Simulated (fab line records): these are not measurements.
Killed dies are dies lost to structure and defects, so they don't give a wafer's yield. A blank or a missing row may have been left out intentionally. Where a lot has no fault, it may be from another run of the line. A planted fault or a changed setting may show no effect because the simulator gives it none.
Comparing a struck lot with a sound one    flow n5-finfet    32 out of 1938 route steps
Sound: the wafers L306.2, L306.5, L306.6. Struck: wafer L305.2 (left out: L305.1, L305.4 of the same lot, which were not struck); the cause appears at the end.
Per side, at each step with rows, come the tool, then ch with its chambers, and then its first start. Under that, the readings that differ: sound wafers    struck wafers    difference of the means    sigmas: that difference in standard deviations of wafers without a fault.
alike: readings with means less than 2 such deviations apart, plus words and numbers identical on both sides. not compared: withheld readings, readings lacking a value on some wafer, bounds such as >300 that could conceal the same value, and numbers that have no deviation in the record and whose values overlap.
The two part at a step that has a row with sigmas, a row that says differs or no value, or rows on one side only. Non-overlapping numbers with no deviation appear without sigmas and do not part them. A reading that every wafer of one side lacks parts them only if that side has two wafers or more.

first, 2 steps without rows for these wafers: N5_ZERO_LAYER_PRECLEAN_00 (cleans in SPM, time 600 s); N5_ZERO_LAYER_SRD_01 (time 30 s, dry time 30 s).
N5_ZERO_LAYER_PECVD_02: deposits SiO2 from SiH4/N2O, target thk 10 nm, time 6 s.
  sound on pecvd-01 ch 1,2, day 5 06:17; struck on pecvd-04 ch 2, day 5 00:17
  alike: heater-power-w, showerhead-plenum-p-Torr, susceptor-temp-C
then, 13 steps without rows for these wafers: N5_ZERO_LAYER_HMDS_04 (time 60 s); N5_ZERO_LAYER_COAT_05 (resist thk 1000 nm); N5_ZERO_LAYER_EBR_07; N5_ZERO_LAYER_SOFTBAKE_06 (time 90 s); N5_ZERO_LAYER_EXPOSE_08 (exposes mask ZERO, defocus 0 nm, target cd 2000 nm); N5_ZERO_LAYER_PEB_09; N5_ZERO_LAYER_DEVELOP_10 (develop time 60 s); N5_ZERO_LAYER_HARDBAKE_23 (time 120 s); N5_ZERO_LAYER_DESCUM_16 (chemistry O2, time 7.9 s); N5_ZERO_LAYER_ETCH_17 (etches SiO2 in CF4, target depth 12 nm, time 13.3 s); N5_ZERO_LAYER_ETCH_18 (etches Si in HBr/Cl2, target depth 120 nm, time 40 s); N5_ZERO_LAYER_STRIP_24 (strips in O2); N5_ZERO_LAYER_STRIP_19 (strips in SPM, time 900 s).
N5_ZERO_LAYER_INSPECT_20: inspects for defects (darkfield).
  sound: defect-inspect-02 at day 5 07:16; struck: defect-inspect-01 at day 5 02:01
reading           sound     struck  difference  sigmas
raw-defect-count  28 35 44  510     +474        +30
then, 8 steps without rows for these wafers: N5_WELL_APT_HMDS_01 (time 60 s); N5_WELL_APT_COAT_02 (resist thk 950 nm); N5_WELL_APT_EBR_04; N5_WELL_APT_SOFTBAKE_03 (time 60 s); N5_WELL_APT_EXPOSE_05 (exposes mask NWELL, defocus 0 nm, target cd 200 nm); N5_WELL_APT_PEB_06 (peb time 90 s); N5_WELL_APT_DEVELOP_07 (develop time 45 s); N5_WELL_APT_HARDBAKE_12 (time 120 s).
N5_WELL_APT_INSPECT_10: inspects for defects (macro).
  sound: defect-inspect-01 at day 5 07:44; struck: defect-inspect-02 at day 5 02:31
reading           sound  struck  difference  sigmas
raw-defect-count  4 2 2  >300    differs     
then, 3 steps without rows for these wafers: N5_WELL_APT_DESCUM_13 (chemistry O2, time 7.9 s); N5_WELL_APT_IMPLANT_14; N5_WELL_APT_IMPLANT_15.
N5_WELL_APT_INSPECT_38: inspects for defects (darkfield).
  sound: defect-inspect-02 at day 5 11:07; struck: defect-inspect-02 at day 5 05:37
reading           sound     struck  difference  sigmas
raw-defect-count  10 12 14  470     +458        +99 or more
-- record jumps: 7 days separate the struck wafers' starts on either side; left off in module WELL_APT, taken up again in module BEOL_M4, whose first shown step is the route's number 1111 --
N5_BEOL_M4_RC_MEAS_101:
  sound on prober-01 ch 0, day 11 16:19; struck on prober-01 ch 0, day 11 21:16
reading         sound           struck  difference  sigmas
IOFF_N (nA/um)  0.19 0.20 0.21  0.13    -0.07       -2
IOFF_P (nA/um)  0.25 0.25 0.28  0.17    -0.09       -2
ION_P (uA/um)   482 471 469     453     -21         -3
VT_N (mV)       247 244 245     253     +8          +2
VT_P (mV)       -244 -247 -243  -254    -9          -3
  alike: DIBL_N, DIBL_P, ION_N, SS_N, SS_P
-- a jump in the record: the struck wafers' starts before and after are 5 days apart (it breaks off in module BEOL_M4 and resumes in module PASSIVATION, where the first step shown is number 1936 of the route) --
N5_PASSIVATION_PROBE_49:
  sound: prober-01 at day 16 00:09; struck: prober-02 at day 16 14:25
reading                   sound           struck  difference  sigmas
defect-limited-yield (%)  92.0 89.6 91.0  82.0    -8.9        -7
killed-at-front-end       35 54 40        155     +112        +12
killed-at-other           4 9 9           1       -6          -2
killed-dies               94 123 106      212     +104        +7
sort_bin_5_function (%)   4.4 6.5 4.7     11.4    +6.2        +8
sort-n-pass               1086 1057 1074  968     -104        -7
sort-yield-pct (%)        92.0 89.6 91.0  82.0    -8.9        -7
  alike: killed_at_M0_to_M3, killed_at_M4_up, killed-at-contacts, killed-open, killed-short, sort_bin_6_memory

WHERE THEY PART
Earliest at N5_ZERO_LAYER_INSPECT_20; latest, in this record, at N5_PASSIVATION_PROBE_49.

WHY: whatever the simulator had introduced
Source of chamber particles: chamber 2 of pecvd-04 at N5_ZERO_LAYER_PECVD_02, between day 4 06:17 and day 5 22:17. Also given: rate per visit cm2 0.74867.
